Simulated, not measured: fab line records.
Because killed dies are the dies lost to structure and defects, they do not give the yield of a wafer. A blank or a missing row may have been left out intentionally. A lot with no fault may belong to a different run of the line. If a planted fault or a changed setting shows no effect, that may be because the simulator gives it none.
The tool behind it: which one? | flow n5 finfet | 12 lots, 36 wafers sampled, at 5 steps of a route of 1938

== WHAT THE GAUGES SHOWED, per wafer ==
Not one reading of a measure or inspect step in the record can be checked against a usual standard deviation.

== EACH LOT AND THE TOOL THAT RAN IT (in order: tool; ch and the chambers of the sampled wafers; start) ==
lot  | N5_BEOL_M5_ECD_50              | N5_BEOL_M15_DEGAS_41         | N5_BEOL_M15_DEP_53              | N5_PASSIVATION_DEGAS_18      | N5_PASSIVATION_PROBE_49
L619 | ecd cu-02 ch 0,1, day 9 06:10  | pvd sputter-03, day 12 10:08 | pecvd-03 ch 1,2, day 12 11:29   | pvd sputter-01, day 12 18:52 | -
L620 | ecd cu-02 ch 0,1, day 9 10:56  | pvd sputter-02, day 12 17:11 | pecvd-04 ch 0,1, day 12 18:27   | pvd sputter-03, day 13 06:44 | -
L621 | ecd cu-01 ch 0,1, day 9 20:48  | pvd sputter-03, day 13 19:14 | pecvd-04 ch 1,2, day 13 20:54   | pvd sputter-01, day 14 04:24 | -
L617 | ecd cu-01 ch 0,1, day 10 09:16 | pvd sputter-02, day 14 03:22 | pecvd-02 ch 0,1, day 14 05:19   | pvd sputter-02, day 14 14:03 | -
L627 | ecd cu-01 ch 0,1, day 11 11:19 | pvd sputter-01, day 14 10:08 | pecvd-03 ch 0,1,2, day 14 11:48 | pvd sputter-03, day 14 19:14 | prober-02, day 15 01:00
L629 | ecd cu-01 ch 0,1, day 12 07:28 | pvd sputter-01, day 15 04:59 | pecvd-03 ch 1,2, day 15 06:14   | pvd sputter-01, day 15 18:34 | prober-02, day 16 00:29
L631 | ecd cu-01 ch 0,1, day 13 01:12 | pvd sputter-02, day 16 06:11 | pecvd-04 ch 0,2, day 16 07:40   | pvd sputter-03, day 16 16:35 | prober-01, day 16 22:21
L633 | ecd cu-02 ch 0,1, day 13 08:26 | pvd sputter-03, day 16 23:05 | pecvd-04 ch 0,2, day 17 00:21   | pvd sputter-01, day 17 07:47 | -
L635 | ecd cu-01 ch 0,1, day 13 13:32 | pvd sputter-02, day 16 23:13 | pecvd-02 ch 0,2, day 17 00:28   | pvd sputter-03, day 17 08:42 | prober-02, day 17 15:04
L636 | ecd cu-01 ch 0,1, day 14 08:11 | pvd sputter-03, day 17 16:02 | pecvd-03 ch 0,2, day 17 17:18   | pvd sputter-02, day 18 02:32 | prober-01, day 18 08:11
L637 | ecd cu-01 ch 0,1, day 14 15:02 | pvd sputter-02, day 18 01:38 | pecvd-02 ch 1,2, day 18 02:53   | pvd sputter-01, day 18 14:46 | prober-02, day 18 20:46
L639 | ecd cu-01 ch 0,1, day 15 00:21 | pvd sputter-01, day 18 08:35 | pecvd-04 ch 0,1, day 18 10:01   | pvd sputter-02, day 18 20:55 | prober-02, day 19 02:38
- N5_BEOL_M5_ECD_50: material Cu, target thk 300 nm.
- N5_BEOL_M15_DEGAS_41: time 60 s.
- N5_BEOL_M15_DEP_53: deposits SiCN from 3MS/NH3, target thk 50 nm, time 17.8 s.
- N5_PASSIVATION_DEGAS_18: time 60 s.
- N5_PASSIVATION_PROBE_49

== AS READ BY THE TOOLS THEMSELVES (means over the sampled wafers that have a number; for cases with no such wafer, the mark the record gives instead) ==
N5_BEOL_M15_DEGAS_41. Usual: heater power w 445 W, standard deviation 43.
lot  | tool           | heater power w (W) | flag
L619 | pvd sputter-03 | 396                |
L620 | pvd sputter-02 | 519                |
L621 | pvd sputter-03 | 408                |
L617 | pvd sputter-02 | 525                |
L627 | pvd sputter-01 | 446                |
L629 | pvd sputter-01 | 456                |
L631 | pvd sputter-02 | 449                |
L633 | pvd sputter-03 | 427                |
L635 | pvd sputter-02 | 445                |
L636 | pvd sputter-03 | 429                |
L637 | pvd sputter-02 | 443                |
L639 | pvd sputter-01 | 442                |

N5_BEOL_M15_DEP_53. Usual: showerhead plenum p Torr 4.166 Torr, standard deviation 0.014; throttle valve pct 18.0 %, standard deviation 0.97.
lot  | tool     | showerhead plenum p Torr (Torr) | throttle valve pct (%) | flag
L619 | pecvd-03 | 4.168                           | 17.7                   |
L620 | pecvd-04 | 4.186                           | 20.0                   |
L621 | pecvd-04 | 4.191                           | 20.2                   |
L617 | pecvd-02 | 4.169                           | 17.9                   |
L627 | pecvd-03 | 4.164                           | 17.3                   |
L629 | pecvd-03 | 4.170                           | 17.4                   |
L631 | pecvd-04 | 4.155                           | 18.4                   |
L633 | pecvd-04 | 4.157                           | 18.6                   |
L635 | pecvd-02 | 4.167                           | 17.4                   |
L636 | pecvd-03 | 4.168                           | 17.4                   |
L637 | pecvd-02 | 4.161                           | 17.6                   |
L639 | pecvd-04 | 4.172                           | 17.7                   |

N5_PASSIVATION_DEGAS_18. Usual: heater power w 440 W, standard deviation 36.
lot  | tool           | heater power w (W) | flag
L619 | pvd sputter-01 | 452                |
L620 | pvd sputter-03 | 449                |
L621 | pvd sputter-01 | 457                |
L617 | pvd sputter-02 | 445                |
L627 | pvd sputter-03 | 430                |
L629 | pvd sputter-01 | 438                |
L631 | pvd sputter-03 | 411                |
L633 | pvd sputter-01 | 442                |
L635 | pvd sputter-03 | 441                |
L636 | pvd sputter-02 | 493                |
L637 | pvd sputter-01 | 455                |
L639 | pvd sputter-02 | 451                |

N5_PASSIVATION_PROBE_49. Usual: defect limited yield 91.7 %, standard deviation 1.5; killed_at_M0_to_M3 32, standard deviation 10; killed_at_M4_up 14, standard deviation 5.3; killed at contacts 13, standard deviation 5.7; killed at front end 37, standard deviation 10; killed at other 3.3, standard deviation 2.5; killed dies 98, standard deviation 18; killed on rim 13, standard deviation 3.6; killed open 65, standard deviation 13; killed short 31, standard deviation 7.5; sort_bin_4_leakage 0.00 %, standard deviation 0.0099; sort_bin_5_function 4.9 %, standard deviation 0.91; sort_bin_6_memory 3.1 %, standard deviation 0.71; sort_bin_8_speed 0.00 %, standard deviation 0.017; sort n pass 1082, standard deviation 18; sort yield pct 91.7 %, standard deviation 1.5.
lot  | tool      | defect limited yield (%) | killed_at_M0_to_M3 | killed_at_M4_up | killed at contacts | killed at front end | killed at other | killed dies | killed on rim | killed open | killed short | sort_bin_4_leakage (%) | sort_bin_5_function (%) | sort_bin_6_memory (%) | sort_bin_8_speed (%) | sort n pass | sort yield pct (%) | flag
L627 | prober-02 | 90.1                     | 40                 | 14              | 25                 | 37                  | 2.7             | 117         | 16            | 81          | 33           | 0.00                   | 5.4                     | 4.1                   | 0.00                 | 1063        | 90.1               |
L629 | prober-02 | 90.3                     | 38                 | 15              | 18                 | 40                  | 2.7             | 114         | 14            | 74          | 36           | 0.00                   | 5.7                     | 3.4                   | 0.00                 | 1066        | 90.3               |
L631 | prober-01 | 92.8                     | 21                 | 20              | 10                 | 31                  | 3.7             | 85          | 11            | 54          | 26           | 0.00                   | 4.3                     | 2.5                   | 0.00                 | 1095        | 92.8               |
L635 | prober-02 | 93.3                     | 31                 | 10              | 12                 | 24                  | 2.0             | 79          | 10            | 52          | 27           | 0.00                   | 3.8                     | 2.8                   | 0.00                 | 1101        | 93.3               |
L636 | prober-01 | 73.8                     | 24                 | 230             | 16                 | 34                  | 4.7             | 309         | 43            | 62          | 23           | 0.03                   | 16.8                    | 7.9                   | 0.00                 | 871         | 73.8               | OFF
L637 | prober-02 | 84.4                     | 25                 | 120             | 6                  | 30                  | 3.0             | 184         | 27            | 46          | 25           | 0.00                   | 9.1                     | 5.4                   | 0.00                 | 996         | 84.4               | OFF
L639 | prober-02 | 82.5                     | 28                 | 118             | 16                 | 41                  | 4.3             | 207         | 29            | 65          | 36           | 0.00                   | 10.5                    | 6.3                   | 0.00                 | 973         | 82.5               | OFF

== THE ANSWER, worked out from the rows above alone ==
Rule: a lot counts as off when the mean over its wafers that have a number is more than 3 standard deviations away from the usual mean. A lot without any number at a reading at which 4 lots or more have one is off too. The other lots that the step has rows for count as sound. After the gauges, taken in route order, come the tools' own readings; for these a lot's mean is taken, as printed above. The first step at which some lot is off is used, and at that step the reading that is off furthest; a lot without a number counts as furthest.
Off: L636, L637, L639, at N5_PASSIVATION_PROBE_49 (killed_at_M4_up). Neither off nor sound, because the step has no rows for them: L619, L620, L621, L617, L633.
A tool fits if, at that step or a process step before it, it ran every lot that is off, and no sound lot after the first of them. One fits: N5_BEOL_M5_ECD_50 on ecd cu-01. A fault onset in the window from L635 (day 13 13:32, its last sound lot) to L636 (day 14 08:11, its first lot off) fits.

== WHAT HAD BEEN PUT IN BY THE SIMULATOR ==
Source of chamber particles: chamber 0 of ecd cu-01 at N5_BEOL_M5_ECD_50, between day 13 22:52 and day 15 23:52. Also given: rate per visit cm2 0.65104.
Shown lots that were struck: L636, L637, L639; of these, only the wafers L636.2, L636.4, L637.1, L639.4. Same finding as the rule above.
